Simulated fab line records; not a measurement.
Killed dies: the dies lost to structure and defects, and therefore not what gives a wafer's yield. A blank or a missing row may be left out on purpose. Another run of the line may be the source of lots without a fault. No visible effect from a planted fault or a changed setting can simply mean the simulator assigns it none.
fab line records -- flow n5Finfet
record lots=5, wafers=14, lastDay=17
route steps=1938 shown BEOL_M3@960 BEOL_M4@1111 PASSIVATION@1936
lots that met no fault: from a run of the same line without faults
startH: the number of hours between the record's first day and the start of the first shown wafer of the lot -- waitH: hours since the lot's step before -- " identical to the entry in the row above -- L1.1+2: one row covering several wafers at once -- - no value, or no start was given -- * or withheld: withheld -- < > ~ a bound
route shown NAME@n: NAME is a module with steps in the file, n the number in the route of the first one -- usual: mean/standard deviation taken from wafers without a fault -- same: alike in all rows -- chamber/n: place in a boat -- sites: the reading at each site -- _std_site: the standard deviation of these -- _edge_site: mean of outer sites minus mean of inner sites -- radiusMm: for every site, how far away it sits from the centre of the wafer -- mask NAME#n: copy n -- behind: the most recent tool/chamber to have shaped the wafer -- hold: what put the lot on hold/how long, in hours/how the hold closed -- device: which transistor (n, p or np) failed to switch -- end of line: the route-end tests of the same wafers -- step lacking rows: just its recipe -- killed: count of dies lost to structure and defects at first sort (not the wafer's yield) -- map: per-die view of a wafer (x killed, . not killed, _ where there is no die)
set.NAME: the setting the step ran with; set.NAME@STEP: the setting that earlier step ran with -- model.NAME: the simulator's own value behind a step, which no gauge read
lots at selected steps of the route; one table per step, one row per wafer
services: when a tool's chamber went out of use (startH, in hours from the record's first day, below 0 if earlier), for how many hours, and the reason
## steps
# step N5_BEOL_M3_COAT_22
# recipe resist=CAR-EUV, spinRpm=1500, resistThkNm=30
# step N5_BEOL_M3_EBR_24
# recipe solvent=PGMEA, ebrWidthMm=1.5
# step N5_BEOL_M3_SOFTBAKE_23
# recipe tempC=110, timeS=60, resist=CAR-EUV
# step N5_BEOL_M3_EXPOSE_25
# recipe maskId=V2, na=0.33, sourceShape=quasar, sigmaInner=0.2, sigmaOuter=0.8, polarization=unpolarized, defocusNm=5, doseMj=63
# step N5_BEOL_M3_PEB_26
# recipe pebTempC=100, pebTimeS=60, resist=CAR-EUV
# step N5_BEOL_M3_DEVELOP_27
# recipe developTimeS=30, developer=TMAH, resist=CAR-EUV, rinseLiquid=surfactantRinse, dry=airSpin, devTempC=23
# step N5_BEOL_M3_CD_MEAS_28
# recipe targetCdNm=25.7, landingEnergyEv=500, detector=seInlens, targetCdYNm=23.3, polarity=opening
# usual cdNm=25.64/0.28
lot.wafer,tool,chamber,startH,waitH,cdNm
L743.2,cdSem-03,0,152.66,-,26.07
L743.3,cdSem-03,0,152.66,-,25.92
L743.6,cdSem-03,0,152.66,-,25.49
L752.1,cdSem-01,0,209.37,-,25.57
L752.2,cdSem-01,0,209.37,-,25.25
L755.1,cdSem-01,0,225.05,-,25.41
L755.2,cdSem-01,0,225.05,-,25.33
L755.5,cdSem-01,0,225.05,-,25.90
L757.1,cdSem-02,0,238.30,-,25.96
L757.4,cdSem-02,0,238.30,-,26.09
L757.6,cdSem-02,0,238.30,-,25.90
L762.2,cdSem-02,0,278.77,-,25.38
L762.3,cdSem-02,0,278.77,-,25.95
L762.5,cdSem-02,0,278.77,-,25.41
# step N5_BEOL_M3_OVL_MEAS_29
# recipe pointsPerWafer=522
# usual V2_OVL=-0.1/0.57
lot.wafer,tool,chamber,startH,waitH,V2_OVL[nm]
L743.2,overlay-02,0,152.69,0.0,-0.3
L743.3,overlay-02,0,152.69,0.0,0.3
L743.6,overlay-02,0,152.69,0.0,0.9
L752.1,overlay-01,0,209.40,0.0,-0.8
L752.2,overlay-01,0,209.40,0.0,-0.3
L755.1,overlay-01,0,225.08,0.0,-0.2
L755.2,overlay-01,0,225.08,0.0,-0.3
L755.5,overlay-01,0,225.08,0.0,-0.3
L757.1,overlay-01,0,238.33,0.0,-1.3
L757.4,overlay-01,0,238.33,0.0,-0.7
L757.6,overlay-01,0,238.33,0.0,-0.2
L762.2,overlay-01,0,278.81,0.0,0.0
L762.3,overlay-01,0,278.81,0.0,-0.5
L762.5,overlay-01,0,278.81,0.0,-1.1
# step N5_BEOL_M3_INSPECT_30
# recipe mode=adi, inspectInstrument=brightfield
# usual rawDefectCount=412/110
lot.wafer,tool,chamber,startH,waitH,rawDefectCount
L743.2,defectInspect-02,-,152.75,0.0,438
L743.3,defectInspect-02,-,152.75,0.0,435
L743.6,defectInspect-02,-,152.75,0.0,427
L752.1,defectInspect-02,-,209.46,0.1,379
L752.2,defectInspect-02,-,209.46,0.1,538
L755.1,defectInspect-02,-,225.14,0.1,290
L755.2,defectInspect-02,-,225.14,0.1,318
L755.5,defectInspect-02,-,225.14,0.1,321
L757.1,defectInspect-02,-,238.39,0.1,319
L757.4,defectInspect-02,-,238.39,0.1,326
L757.6,defectInspect-02,-,238.39,0.1,416
L762.2,defectInspect-02,-,278.86,0.0,561
L762.3,defectInspect-02,-,278.86,0.0,409
L762.5,defectInspect-02,-,278.86,0.0,443
# step N5_BEOL_M3_DESCUM_33
# recipe chemistry=O2, timeS=7, sourcePowerW=50, biasPowerW=20, pressureMtorr=20, rfFrequencyHz=2.712e+07, tempC=40, resist=CAR-EUV, o2FlowSccm=225
# usual biasPowerW=20.00/0.052, chamberPressureMTorr=19.998/0.019, drypumpMotorCurrentA=5.8/0.5, oesProductAu=0.78/0.08, rfFwdPowerW=49.47/0.19, rfVppV=243.0/1.5, showerheadPlenumPTorr=2.10/0.062, throttleValvePct=20.56/0.21
lot.wafer,tool,chamber,startH,waitH,biasPowerW,chamberPressureMTorr,drypumpMotorCurrentA,oesProductAu,rfFwdPowerW,rfHoursCounterH,rfVppV,showerheadPlenumPTorr,throttleValvePct
L743.2,rieDiel-02,2,152.78,0.0,20.02,19.953,5.6,0.68,50.02,244,243.1,2.08,20.38
L743.3,rieDiel-02,3,152.78,0.0,19.94,20.014,6.6,0.75,49.45,130,243.0,2.12,20.54
L743.6,rieDiel-02,2,152.78,0.0,19.98,20.053,5.6,0.67,49.84,-,243.2,2.08,20.39
L752.1,rieDiel-02,1,209.49,0.0,19.97,19.991,5.2,0.70,49.40,207,242.8,2.14,20.58
L752.2,rieDiel-02,0,209.49,0.0,19.98,20.025,6.2,0.85,49.57,51,244.5,2.10,20.32
L755.1,rieDiel-06,2,225.42,0.3,19.90,19.990,5.7,0.82,49.55,82,244.6,2.22,20.22
L755.2,rieDiel-06,3,225.42,0.3,19.92,19.989,6.6,0.90,49.21,30,242.5,2.06,20.58
L755.5,rieDiel-06,3,225.42,0.3,19.93,20.026,6.6,0.89,49.32,-,243.7,2.06,20.58
L757.1,rieDiel-01,2,238.42,0.0,19.97,20.007,5.6,0.82,49.61,71,244.6,2.22,20.68
L757.4,rieDiel-01,1,238.42,0.0,20.03,20.009,5.9,0.93,49.21,14,242.2,2.08,20.44
L757.6,rieDiel-01,3,238.42,0.0,20.05,20.007,6.0,0.78,49.62,-,241.1,2.02,21.00
L762.2,rieDiel-06,3,279.46,0.6,19.93,20.003,6.6,0.88,49.14,47,242.5,2.05,20.60
L762.3,rieDiel-06,0,279.46,0.6,19.99,19.988,5.4,0.73,49.46,180,244.1,2.10,20.75
L762.5,rieDiel-06,1,279.46,0.6,20.11,19.984,5.5,0.68,49.46,-,241.7,1.98,20.57
# step N5_BEOL_M3_ETCH_77
# recipe chemistry=N2/H2, target=underlayer, targetDepthA=65, maskMaterial=CAR-EUV, timeS=5.2, ionEnergyEv=200, pressureMtorr=30, sourceW=840, biasW=150, n2FlowSccm=200, h2FlowSccm=200, ends=cleared
# usual chamberPressureMTorr=30.00/0.04, drypumpMotorCurrentA=5.8/0.5, etchRfOnTimeS=5.19/0.15, n2FlowSccm=199.9/0.62, oesProductAu=0.67/0.064, rfFwdPowerW=819.1/2.4, rfVppV=523.9/2.6, showerheadPlenumPTorr=2.55/0.086, throttleValvePct=17.96/0.29
lot.wafer,tool,chamber,startH,waitH,chamberPressureMTorr,drypumpMotorCurrentA,etchRfOnTimeS,n2FlowSccm,oesProductAu,rfFwdPowerW,rfHoursCounterH,rfVppV,showerheadPlenumPTorr,throttleValvePct
L743.2,rieDiel-02,2,152.81,0.0,29.98,5.5,5.07,199.9,0.59,817.3,244,524.1,2.48,17.58
L743.3,rieDiel-02,3,152.81,0.0,29.99,6.6,5.24,199.9,0.65,823.2,130,524.8,2.53,17.61
L743.6,rieDiel-02,2,152.81,0.0,30.00,5.6,5.01,199.7,0.60,815.0,-,522.2,2.48,17.58
L752.1,rieDiel-02,1,209.53,0.0,30.01,5.2,5.14,200.0,0.61,823.2,207,526.4,2.63,18.23
L752.2,rieDiel-02,0,209.53,0.0,29.98,6.1,5.19,200.4,0.72,815.9,51,523.7,2.60,18.03
L755.1,rieDiel-06,2,225.46,0.0,29.98,5.7,5.24,200.2,0.69,820.0,82,529.2,2.71,17.77
L755.2,rieDiel-06,3,225.46,0.0,29.99,6.6,5.37,199.9,0.75,818.4,30,520.9,2.47,17.82
L755.5,rieDiel-06,3,225.46,0.0,30.03,6.6,5.35,200.3,0.76,818.4,-,525.0,2.47,17.80
L757.1,rieDiel-01,2,238.46,0.0,29.96,5.6,5.26,200.0,0.69,823.2,71,530.1,2.69,18.01
L757.4,rieDiel-01,1,238.46,0.0,30.03,5.9,5.27,200.1,0.79,819.0,14,521.6,2.52,17.85
L757.6,rieDiel-01,3,238.46,0.0,29.95,6.0,5.03,200.2,0.68,822.0,-,520.7,2.45,18.51
L762.2,rieDiel-06,3,279.50,0.0,29.96,6.6,5.31,199.7,0.73,821.8,47,521.0,2.46,17.86
L762.3,rieDiel-06,0,279.50,0.0,29.93,5.4,5.26,199.3,0.62,820.3,180,523.9,2.55,18.18
L762.5,rieDiel-06,1,279.50,0.0,29.98,5.5,5.42,199.5,0.57,817.2,-,520.0,2.42,18.13
# step N5_BEOL_M3_ETCH_69
# recipe chemistry=CF4, target=SiARC, targetDepthA=156, maskMaterial=CAR-EUV, timeS=26, ionEnergyEv=80, pressureMtorr=40, sourceW=545, biasW=36, Ar_flow_sccm=100, cf4FlowSccm=100, ends=cleared
# usual chamberPressureMTorr=40.00/0.036, drypumpMotorCurrentA=5.8/0.5, etchRfOnTimeS=25.9/0.68, oesProductAu=0.67/0.066, rfFwdPowerW=532.5/2.2, rfVppV=184.1/1.2, showerheadPlenumPTorr=2.14/0.064, throttleValvePct=15.70/0.21
lot.wafer,tool,chamber,startH,waitH,chamberPressureMTorr,drypumpMotorCurrentA,etchRfOnTimeS,oesProductAu,rfFwdPowerW,rfHoursCounterH,rfVppV,showerheadPlenumPTorr,throttleValvePct
L743.2,rieDiel-02,2,152.83,0.0,39.94,5.6,25.3,0.59,537.7,244,184.2,2.10,15.50
L743.3,rieDiel-02,3,152.83,0.0,40.06,6.6,26.6,0.65,531.7,130,185.5,2.15,15.55
L743.6,rieDiel-02,2,152.83,0.0,40.02,5.6,25.2,0.59,535.0,-,185.1,2.10,15.52
L752.1,rieDiel-02,1,209.54,0.0,39.92,5.2,25.6,0.61,530.4,207,185.8,2.21,15.89
L752.2,rieDiel-02,0,209.54,0.0,39.99,6.1,25.3,0.73,529.5,51,185.0,2.17,15.64
L755.1,rieDiel-06,2,225.47,0.0,39.95,5.6,26.0,0.68,533.1,82,185.9,2.26,15.39
L755.2,rieDiel-06,3,225.47,0.0,40.01,6.6,26.7,0.75,535.1,30,183.1,2.10,15.68
L755.5,rieDiel-06,3,225.47,0.0,40.06,6.6,26.8,0.76,533.4,-,182.5,2.10,15.67
L757.1,rieDiel-01,2,238.47,0.0,40.01,5.6,26.1,0.69,531.3,71,186.3,2.26,15.80
L757.4,rieDiel-01,1,238.47,0.0,39.98,6.0,26.6,0.78,534.8,14,183.6,2.10,15.43
L757.6,rieDiel-01,3,238.47,0.0,39.98,6.0,24.7,0.68,536.7,-,184.6,2.07,16.02
L762.2,rieDiel-06,3,279.51,0.0,40.03,6.5,26.1,0.75,531.4,47,183.0,2.10,15.71
L762.3,rieDiel-06,0,279.51,0.0,39.96,5.4,25.6,0.64,531.2,180,183.9,2.12,15.85
L762.5,rieDiel-06,1,279.51,0.0,40.00,5.5,26.5,0.58,531.8,-,180.7,2.03,15.78
# step N5_BEOL_M3_ALD_98
# recipe material=SiO2, targetThkA=25, tempC=100, aldPrecursorFamily=BDEAS, aldCoReactant=O2-plasma, pulseTimeS=1, coReactantPulseTimeS=1, purgeTimeS=2, coReactantPurgeTimeS=2, aldCycles=17, pressureTorr=2
# usual aldCycles=17/0, heaterPowerW=79/8.7, precursorPulseHeightRel=1.000/0.019
# same pulseTimeS=1
lot.wafer,tool,chamber,startH,waitH,aldCycles,heaterPowerW,precursorPulseHeightRel,model.SiO2_of_BEOL_M3_ALD_98.thkNm
L743.2,aldSin-03,0,152.91,0.1,17,72,1.022,2.4
L743.3,aldSin-03,2,152.91,0.1,17,82,0.982,2.4
L743.6,aldSin-03,3,152.91,0.1,17,77,1.031,2.4
L752.1,aldSin-03,2,209.62,0.1,17,82,0.979,2.6
L752.2,aldSin-03,1,209.62,0.1,23,83,0.985,3.4
L755.1,aldSin-02,0,225.85,0.3,17,76,0.982,2.4
L755.2,aldSin-02,3,225.85,0.3,17,88,0.974,2.4
L755.5,aldSin-02,2,225.85,0.3,17,72,0.978,2.6
L757.1,aldSin-02,2,238.70,0.2,17,73,1.016,2.6
L757.4,aldSin-02,1,238.70,0.2,17,78,1.012,2.6
L757.6,aldSin-02,3,238.70,0.2,17,81,1.001,2.4
L762.2,aldSin-04,1,279.96,0.4,17,94,1.001,2.6
L762.3,aldSin-04,2,279.96,0.4,17,79,0.971,2.6
L762.5,aldSin-04,1,279.96,0.4,17,95,0.997,2.4
# step N5_BEOL_M3_ETCHBACK_99
# recipe chemistry=CHF3, target=SiO2, targetDepthA=50, timeS=10.4, sourceW=215, biasW=47, Ar_flow_sccm=200, CHF3_flow_sccm=12, ionEnergyEv=100, pressureMtorr=30
# usual chamberPressureMTorr=30.000/0.025, drypumpMotorCurrentA=5.7/0.46, oes_f_703_au=0.79/0.063, oesProductAu=0.78/0.077, rfFwdPowerW=212.9/0.85, rfVppV=237/6.3, showerheadPlenumPTorr=2.15/0.084, throttleValvePct=17.19/0.24
lot.wafer,tool,chamber,startH,waitH,chamberPressureMTorr,drypumpMotorCurrentA,oes_f_703_au,oesProductAu,rfFwdPowerW,rfHoursCounterH,rfVppV,showerheadPlenumPTorr,throttleValvePct
L743.2,rieDiel-02,1,155.72,2.8,29.981,5.2,0.75,0.72,212.8,197,238,2.24,17.38
L743.3,rieDiel-02,2,155.72,2.8,29.947,5.5,0.73,0.68,213.0,245,236,2.12,16.99
L743.6,rieDiel-02,1,155.72,2.8,29.977,5.2,0.76,0.71,212.5,-,239,2.24,17.37
L752.1,rieDiel-02,3,214.67,5.0,29.995,6.6,0.73,0.75,213.6,145,249,2.14,16.96
L752.2,rieDiel-02,0,214.67,5.0,29.985,6.2,0.86,0.85,213.6,53,231,2.16,16.98
L755.1,rieDiel-01,0,226.19,0.3,30.011,5.0,0.72,0.70,212.5,226,240,2.12,17.34
L755.2,rieDiel-01,3,226.19,0.3,29.976,6.0,0.80,0.81,214.4,138,240,2.09,17.57
L755.5,rieDiel-01,2,226.19,0.3,29.978,5.6,0.80,0.81,212.8,-,231,2.31,17.46
L757.1,rieDiel-01,1,242.14,3.4,30.041,5.9,0.90,0.92,213.4,15,244,2.10,16.90
L757.4,rieDiel-01,3,242.14,3.4,29.971,6.0,0.79,0.79,215.0,142,240,2.09,17.57
L757.6,rieDiel-01,1,242.14,3.4,29.970,6.0,0.90,0.91,213.1,-,246,2.10,16.88
L762.2,rieDiel-01,2,282.53,2.5,30.020,5.6,0.79,0.80,213.2,80,233,2.31,17.49
L762.3,rieDiel-01,0,282.53,2.5,30.016,5.0,0.72,0.68,212.0,239,239,2.11,17.39
L762.5,rieDiel-01,0,282.53,2.5,29.972,5.0,0.71,0.68,213.9,-,238,2.11,17.38
# step N5_BEOL_M4_RC_MEAS_101
# usual DIBL_N=37.2/2.3, DIBL_P=37.5/2.9, IOFF_N=0.19/0.053, IOFF_P=0.23/0.059, ION_N=679/16, ION_P=462/10, SS_N=71.9/0.78, SS_P=73.7/0.88, VT_N=248/4.6, VT_P=-250/4.5
lot.wafer,tool,chamber,startH,waitH,DIBL_N[mV/V],DIBL_P[mV/V],IOFF_N[nA/um],IOFF_P[nA/um],ION_N[uA/um],ION_P[uA/um],SS_N[mV/dec],SS_P[mV/dec],VT_N[mV],VT_P[mV]
L743.2,prober-02,0,173.20,0.2,34.1,31.5,0.11,0.16,636,443,71.4,72.3,259,-254
L743.3,prober-02,0,173.20,0.2,41.5,41.3,0.29,0.31,699,465,72.4,75.0,240,-244
L743.6,prober-02,0,173.20,0.2,39.7,38.8,0.22,0.26,686,462,71.6,74.0,244,-249
L752.1,prober-01,0,228.26,0.0,35.1,35.2,0.15,0.17,676,459,71.3,73.0,251,-255
L752.2,prober-01,0,228.26,0.0,36.0,37.5,0.18,0.20,687,467,71.3,73.8,248,-252
L755.1,prober-02,0,243.12,0.1,33.7,33.1,0.12,0.18,667,464,70.8,73.0,252,-253
L755.2,prober-02,0,243.12,0.1,37.3,37.1,0.19,0.23,684,465,71.9,73.5,246,-248
L755.5,prober-02,0,243.12,0.1,40.6,41.0,0.27,0.31,696,468,72.7,74.1,242,-246
L757.1,prober-01,0,258.24,0.0,37.4,36.5,0.16,0.17,666,443,71.7,73.3,249,-257
L757.4,prober-01,0,258.24,0.0,39.2,39.7,0.21,0.22,691,457,71.8,73.5,247,-254
L757.6,prober-01,0,258.24,0.0,35.5,34.7,0.12,0.15,666,448,71.5,72.5,255,-258
L762.2,prober-02,0,297.80,0.2,38.0,38.4,0.20,0.24,683,462,71.6,74.1,246,-248
L762.3,prober-02,0,297.80,0.2,39.3,38.1,0.22,0.24,681,452,71.4,74.3,243,-246
L762.5,prober-02,0,297.80,0.2,37.1,37.1,0.18,0.22,698,471,70.9,73.6,245,-253
# step N5_PASSIVATION_PROBE_49
# usual defectLimitedYield=91.4/1.5, killed_at_M0_to_M3=34/9.7, killed_at_M4_up=14/5.7, killedAtContacts=12/5.9, killedAtFrontEnd=37/10, killedAtOther=5/4.7, killedDies=102/18, killedOpen=65/12, killedShort=34/8.8, sort_bin_4_leakage=0.03/0.14, sort_bin_5_function=5.0/0.96, sort_bin_6_memory=3.3/0.7, sort_bin_8_speed=0.03/0.19, sortNPass=1077/18, sortYieldPct=91.3/1.5
# same grossDies=1180, killedAtBackSide=0
lot.wafer,tool,chamber,startH,waitH,defectLimitedYield[%],killed_at_M0_to_M3,killed_at_M4_up,killedAtContacts,killedAtFrontEnd,killedAtOther,killedDies,killedOpen,killedShort,sort_bin_4_leakage[%],sort_bin_5_function[%],sort_bin_6_memory[%],sort_bin_8_speed[%],sortNPass,sortYieldPct[%]
L743.2,prober-02,-,274.59,0.1,90.5,36,21,7,48,0,112,81,30,0,6.0,3.3,1.27,1053,89.2
L743.3,prober-02,-,274.64,0.1,88.6,44,16,22,51,2,135,83,51,0.17,6.3,4.5,0,1043,88.4
L743.6,prober-02,-,274.79,0.3,88.5,39,17,10,68,2,136,78,55,0,7.1,3.9,0,1044,88.5
L752.1,prober-01,-,333.76,0.0,92.2,24,17,8,37,6,92,59,33,0,4.9,2.5,0,1088,92.2
L752.2,prober-01,-,333.81,0.1,91.4,32,18,4,45,3,102,60,42,0,5.1,3.3,0,1078,91.4
L755.1,prober-02,-,345.86,0.0,93.2,32,17,11,18,2,80,62,16,0,4.7,1.9,0,1100,93.2
L755.2,prober-02,-,345.91,0.1,92.7,33,14,6,32,1,86,58,25,0,4.6,2.5,0,1094,92.7
L755.5,prober-02,-,346.06,0.2,93.3,38,12,8,20,1,79,52,25,0,4.0,2.3,0,1101,93.3
L757.1,prober-02,-,356.97,0.0,89.9,41,28,23,26,1,119,71,47,0,5.1,4.8,0,1061,89.9
L757.4,prober-02,-,357.12,0.2,90.3,52,27,7,28,1,115,84,29,0,5.3,4.2,0,1065,90.3
L757.6,prober-02,-,357.22,0.3,89.6,51,24,21,27,0,123,83,39,0,5.9,4.3,0,1057,89.6
L762.2,prober-01,-,399.63,0.1,91.8,46,4,9,30,8,97,57,38,0,5.2,2.6,0,1083,91.8
L762.3,prober-01,-,399.68,0.1,90.7,51,12,14,32,1,110,66,42,0,5.2,4.0,0,1070,90.7
L762.5,prober-01,-,399.78,0.2,90.4,61,18,2,27,5,113,73,38,0,5.8,3.5,0,1067,90.4
# killed by level:class
L743.2 FIN_SAQP:geometricParticle:open=18 BEOL_M0_SAQP:geometricParticle:open=15 FIN_SAQP:geometricParticle:short=8 BEOL_M5:geometricParticle:open=8 MOL_CONTACT_COAG:geometricParticle:open=7 BEOL_M1:geometricParticle:open=7 BEOL_M0_SAQP:geometricParticle:short=6 DUMMY_GATE:geometricParticle:short=5
L743.3 MOL_CONTACT_COAG:geometricParticle:open=19 BEOL_M0_SAQP:geometricParticle:open=15 FIN_SAQP:geometricParticle:open=12 FIN_SAQP:geometricParticle:short=10 GATE_CUT:geometricParticle:short=8 BEOL_M0_SAQP:geometricParticle:short=8 BEOL_M1:geometricParticle:open=6 BEOL_M3:geometricParticle:open=5
L743.6 FIN_SAQP:geometricParticle:short=23 FIN_SAQP:geometricParticle:open=17 BEOL_M0_SAQP:geometricParticle:short=14 BEOL_M3:geometricParticle:open=12 BEOL_M0_SAQP:geometricParticle:open=10 MOL_CONTACT_COAG:geometricParticle:open=9 BEOL_M4:geometricParticle:open=8 ILD0:geometricParticle:open=7
L752.1 BEOL_M1:geometricParticle:open=10 FIN_SAQP:geometricParticle:short=9 FIN_SAQP:geometricParticle:open=9 MOL_CONTACT_COAG:geometricParticle:open=6 BEOL_M1:geometricParticle:short=6 BEOL_M5:geometricParticle:open=5 STI_FIN_REVEAL:geometricParticle:short=4 STI_FIN_REVEAL:geometricParticle:open=4
L752.2 FIN_SAQP:geometricParticle:open=15 FIN_SAQP:geometricParticle:short=15 BEOL_M1:geometricParticle:open=9 BEOL_M3:geometricParticle:open=8 BEOL_M4:geometricParticle:open=6 BEOL_M4:geometricParticle:short=6 GATE_CUT:geometricParticle:short=4 BEOL_M1:geometricParticle:short=4
L755.1 BEOL_M4:geometricParticle:open=8 MOL_CONTACT_COAG:geometricParticle:open=8 BEOL_M3:geometricParticle:open=8 BEOL_M1:geometricParticle:open=7 BEOL_M2:geometricParticle:open=6 BEOL_M0_SAQP:geometricParticle:open=5 FIN_SAQP:geometricParticle:open=3 FIN_SAQP:geometricParticle:short=3
L755.2 BEOL_M1:geometricParticle:open=11 FIN_SAQP:geometricParticle:open=9 BEOL_M2:geometricParticle:open=7 BEOL_M4:geometricParticle:open=7 FIN_SAQP:geometricParticle:short=6 STI_FIN_REVEAL:geometricParticle:open=6 BEOL_M0_SAQP:geometricParticle:open=5 GATE_CUT:geometricParticle:short=4
L755.5 BEOL_M0_SAQP:geometricParticle:open=8 BEOL_M2:geometricParticle:open=8 BEOL_M3:geometricParticle:open=8 FIN_SAQP:geometricParticle:open=7 BEOL_M0_SAQP:geometricParticle:short=5 MOL_CONTACT_COAG:geometricParticle:open=5 MOL_CONTACT_COAG:geometricParticle:short=3 BEOL_M4:geometricParticle:open=3
L757.1 BEOL_M0_SAQP:geometricParticle:short=17 BEOL_M4:geometricParticle:open=17 MOL_CONTACT_COAG:geometricParticle:open=15 BEOL_M0_SAQP:geometricParticle:open=10 MOL_CONTACT_COAG:geometricParticle:short=8 FIN_SAQP:geometricParticle:open=7 BEOL_M3:geometricParticle:open=7 STI_FIN_REVEAL:geometricParticle:open=5
L757.4 BEOL_M0_SAQP:geometricParticle:open=23 BEOL_M4:geometricParticle:open=16 BEOL_M0_SAQP:geometricParticle:short=10 FIN_SAQP:geometricParticle:open=7 MOL_CONTACT_COAG:geometricParticle:open=7 STI_FIN_REVEAL:geometricParticle:open=5 GATE_CUT:geometricParticle:open=5 BEOL_M2:geometricParticle:open=4
L757.6 MOL_CONTACT_COAG:geometricParticle:open=17 BEOL_M0_SAQP:geometricParticle:open=14 BEOL_M4:geometricParticle:open=12 BEOL_M3:geometricParticle:open=11 BEOL_M0_SAQP:geometricParticle:short=10 BEOL_M1:geometricParticle:open=8 BEOL_M4:geometricParticle:short=5 FIN_SAQP:geometricParticle:open=4
L762.2 BEOL_M0_SAQP:geometricParticle:short=11 BEOL_M1:geometricParticle:open=11 BEOL_M0_SAQP:geometricParticle:open=10 BEOL_M2:geometricParticle:open=9 DUMMY_GATE:geometricParticle:open=5 MOL_CONTACT_COAG:geometricParticle:open=5 FIN_SAQP:geometricParticle:open=4 FIN_SAQP:geometricParticle:short=4
L762.3 BEOL_M0_SAQP:geometricParticle:short=13 FIN_SAQP:geometricParticle:open=12 BEOL_M0_SAQP:geometricParticle:open=12 MOL_CONTACT_COAG:geometricParticle:open=10 FIN_SAQP:geometricParticle:short=7 BEOL_M1:geometricParticle:short=6 BEOL_M2:geometricParticle:open=6 BEOL_M1:geometricParticle:open=5
L762.5 BEOL_M0_SAQP:geometricParticle:open=17 BEOL_M0_SAQP:geometricParticle:short=16 BEOL_M3:geometricParticle:open=15 BEOL_M4:geometricParticle:open=10 BEOL_M1:geometricParticle:open=6 ILD0:geometricParticle:short=4 GATE_CUT:geometricParticle:short=4 GATE_CUT:geometricParticle:open=4
## services
tool,chamber,startH,hours,kind
rieDiel-01,1,172.35,-,clean
rieDiel-01,1,172.35,-,consumableReplace:focusRing
rieDiel-01,1,172.35,21.4,scheduledDown
rieDiel-01,1,172.35,21.4,ventCycle
rieDiel-02,2,173.31,-,clean
rieDiel-02,2,173.31,-,consumableReplace:focusRing
rieDiel-02,2,173.31,26.5,scheduledDown
rieDiel-02,2,173.31,26.5,ventCycle
rieDiel-02,-,175.44,15.6,pm
aldSin-04,-,176.75,14.0,pm
rieDiel-06,2,182.59,7.4,repair
aldSin-04,-,199.57,2.5,repair
rieDiel-02,1,202.92,6.3,repair
rieDiel-02,2,203.96,6.3,repair
rieDiel-02,0,235.54,8.3,repair
rieDiel-02,2,237.24,5.5,repair
rieDiel-06,3,244.82,1.6,repair
rieDiel-02,0,247.99,2.4,repair
rieDiel-02,-,254.53,0.6,repair
rieDiel-01,-,265.47,15.6,pm
rieDiel-06,-,265.96,0.7,repair
aldSin-03,-,268.25,14.0,pm
aldSin-03,0,268.25,14.0,ventCycle
rieDiel-02,1,272.86,4.6,repair
## key
firstSign step=N5_BEOL_M3_ALD_98, reading=aldCycles, direction=up, sigmas=99+, usual=*, struck=*
effect none on later readings
modelEffect step=N5_BEOL_M3_ALD_98, value=SiO2_of_BEOL_M3_ALD_98.thkNm, without=2.4, struck=3.4
metAt N5_BEOL_M3_ALD_98
struckWafers L752.2
onsetBetween 152.91 209.62
fault kind=processParameterDrift, tool=aldSin-03, chamber=-, onsetH=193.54, steps=N5_BEOL_M3_ALD_98, channel=aldCycles, offset=*, shape=step, endH=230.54, scope=struckWafersOnly, actsIn=*, stated=*
